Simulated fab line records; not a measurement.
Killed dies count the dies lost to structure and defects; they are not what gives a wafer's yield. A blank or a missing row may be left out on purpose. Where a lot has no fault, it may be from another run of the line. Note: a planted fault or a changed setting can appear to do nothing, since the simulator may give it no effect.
Chamber matching :: flow nand_harc :: cmp-02 running NHARC_P_M0_CMP_23: 4 sister chambers
The step polishes, t overpolish 20 s, target thk 117.54 nm. 14 wafers are shown with their chamber, then 7 later ones without.

== WAFERS WITH THEIR CHAMBER ==
wafer: L957.1
chamber: 2
motor_current_A (A): 13.0
time_to_endpoint_s (s): 29.3
slurry_filter_dp_kPa (kPa): 13.34

wafer: L957.2
chamber: 3
motor_current_A (A): 11.6
time_to_endpoint_s (s): 27.5
slurry_filter_dp_kPa (kPa): 13.28

wafer: L957.6
chamber: 0
motor_current_A (A): 10.7
time_to_endpoint_s (s): 27.7
slurry_filter_dp_kPa (kPa): 13.41

wafer: L960.1
chamber: 3
motor_current_A (A): 12.2
time_to_endpoint_s (s): 25.6
slurry_filter_dp_kPa (kPa): 13.60

wafer: L960.3
chamber: 1
motor_current_A (A): 10.7
time_to_endpoint_s (s): 29.9
slurry_filter_dp_kPa (kPa): 13.65

wafer: L960.6
chamber: 3
motor_current_A (A): 12.0
time_to_endpoint_s (s): 28.0
slurry_filter_dp_kPa (kPa): 13.46

wafer: L962.3
chamber: 3
motor_current_A (A): 12.4
time_to_endpoint_s (s): 27.0
slurry_filter_dp_kPa (kPa): 13.27

wafer: L962.5
chamber: 2
motor_current_A (A): 12.5
time_to_endpoint_s (s): 29.0
slurry_filter_dp_kPa (kPa): 13.68

wafer: L962.6
chamber: 3
motor_current_A (A): 12.6
time_to_endpoint_s (s): 28.8
slurry_filter_dp_kPa (kPa): 13.38

wafer: L972.1
chamber: 2
motor_current_A (A): 13.4
time_to_endpoint_s (s): 31.2
slurry_filter_dp_kPa (kPa): 13.53

wafer: L972.2
chamber: 0
motor_current_A (A): 10.6
time_to_endpoint_s (s): 25.4
slurry_filter_dp_kPa (kPa): 13.42

wafer: L972.3
chamber: 3
motor_current_A (A): 12.7
time_to_endpoint_s (s): 27.7
slurry_filter_dp_kPa (kPa): 13.45

wafer: L973.4
chamber: 0
motor_current_A (A): 10.6
time_to_endpoint_s (s): 28.2
slurry_filter_dp_kPa (kPa): 13.56

wafer: L973.5
chamber: 0
motor_current_A (A): 10.9
time_to_endpoint_s (s): 26.4
slurry_filter_dp_kPa (kPa): 13.65

SIGNATURES, as means of the wafers listed above
reading: motor_current_A
chamber 0: 10.700
chamber 1: 10.700
chamber 2: 12.967
chamber 3: 12.250
scatter within a chamber: 0.361

reading: time_to_endpoint_s
chamber 0: 26.925
chamber 1: 29.900
chamber 2: 29.833
chamber 3: 27.433
scatter within a chamber: 1.16

reading: slurry_filter_dp_kPa
chamber 0: 13.5100
chamber 1: 13.6500
chamber 2: 13.5167
chamber 3: 13.4067
scatter within a chamber: 0.133
Rule: for a wafer and a chamber, the distance is found by dividing, reading by reading, the gap between the wafer's reading and the chamber's mean by the reading's scatter, squaring, summing and taking the root. If the next closest chamber is less than 2 further off than the closest, the wafer can't be placed; otherwise it belongs to the closest. The scatter: the root of (the sum of the squares of (reading less its chamber's mean) over the shown wafers, divided by (wafers less chambers)).

== WAFERS WITHOUT THEIR CHAMBER ==
wafer: L973.6
motor_current_A (A): 11.0
time_to_endpoint_s (s): 26.2
slurry_filter_dp_kPa (kPa): 13.60

wafer: L975.1
motor_current_A (A): 11.5
time_to_endpoint_s (s): 29.3
slurry_filter_dp_kPa (kPa): 13.51

wafer: L975.2
motor_current_A (A): 13.9
time_to_endpoint_s (s): 29.9
slurry_filter_dp_kPa (kPa): 13.42

wafer: L975.3
motor_current_A (A): 11.1
time_to_endpoint_s (s): 28.5
slurry_filter_dp_kPa (kPa): 13.61

wafer: L974.1
motor_current_A (A): 13.1
time_to_endpoint_s (s): 29.6
slurry_filter_dp_kPa (kPa): 13.70

wafer: L974.3
motor_current_A (A): 11.0
time_to_endpoint_s (s): 28.7
slurry_filter_dp_kPa (kPa): 13.72

wafer: L974.4
motor_current_A (A): 11.0
time_to_endpoint_s (s): 27.2
slurry_filter_dp_kPa (kPa): 13.56

== CHAMBER TAKEN BY EACH ==
wafer: L973.6
from the rows above: 0
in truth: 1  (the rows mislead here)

wafer: L975.1
from the rows above: can't be placed: 1 or 3 or 0 or 2
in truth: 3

wafer: L975.2
from the rows above: 2
in truth: 2

wafer: L975.3
from the rows above: can't be placed: 1 or 0 or 3
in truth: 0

wafer: L974.1
from the rows above: 2
in truth: 2

wafer: L974.3
from the rows above: can't be placed: 1 or 0
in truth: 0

wafer: L974.4
from the rows above: can't be placed: 0 or 1
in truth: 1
Placed correctly: 2 of 7. Cannot be placed on the basis of these rows: 4; the candidates contain the true chamber in 4. 1 placed wrongly.
